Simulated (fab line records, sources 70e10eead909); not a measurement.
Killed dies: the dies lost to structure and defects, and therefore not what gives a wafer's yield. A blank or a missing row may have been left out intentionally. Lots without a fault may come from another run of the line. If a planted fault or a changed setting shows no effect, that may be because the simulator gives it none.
Chamber matching	flow nandHarc	4 sister chambers for NHARC_P_ZERO_WELL_ETCH_65 on rieDiel-09
The step etches the open film in N2/H2, target depth 80 nm, overetch 24 nm, time 87.88 s. 4 wafers are shown with their chamber, then 9 later ones without.

## WAFERS, EACH WITH ITS CHAMBER
wafer	chamber	drypumpMotorCurrentA (A)
L088.6	3	6.5
L089.1	2	5.7
L089.3	1	5.5
L089.4	0	5.2

## WAFERS WHOSE CHAMBER IS MISSING
wafer	drypumpMotorCurrentA (A)
L091.1	5.8
L091.3	5.5
L091.4	6.5
L094.2	5.2
L094.5	6.5
L094.6	5.2
L096.1	5.7
L096.5	5.5
L096.6	5.2

## WHICH CHAMBER EACH WENT THROUGH
wafer	from the rows above	in truth
L091.1	2	2
L091.3	1	1
L091.4	3	3
L094.2	0	0
L094.5	3	3
L094.6	0	0
L096.1	2	2
L096.5	1	1
L096.6	0	0
Correctly placed: 9 of 9. Number that these rows cannot place: 0. Wrongly placed: 0.
How it was worked out, from the rows above alone: a wafer's distance from a chamber is the root of the sum, over the readings, of the square of ((its reading less the chamber's mean) divided by the reading's scatter). If the next closest chamber is less than 2 further off than the closest, the wafer can't be placed; otherwise it belongs to the closest. Each chamber's mean is taken over the wafers shown for it. The scatter: with one shown wafer a chamber, the root of the mean of the squares of how far each hidden wafer lies from its nearest shown one.
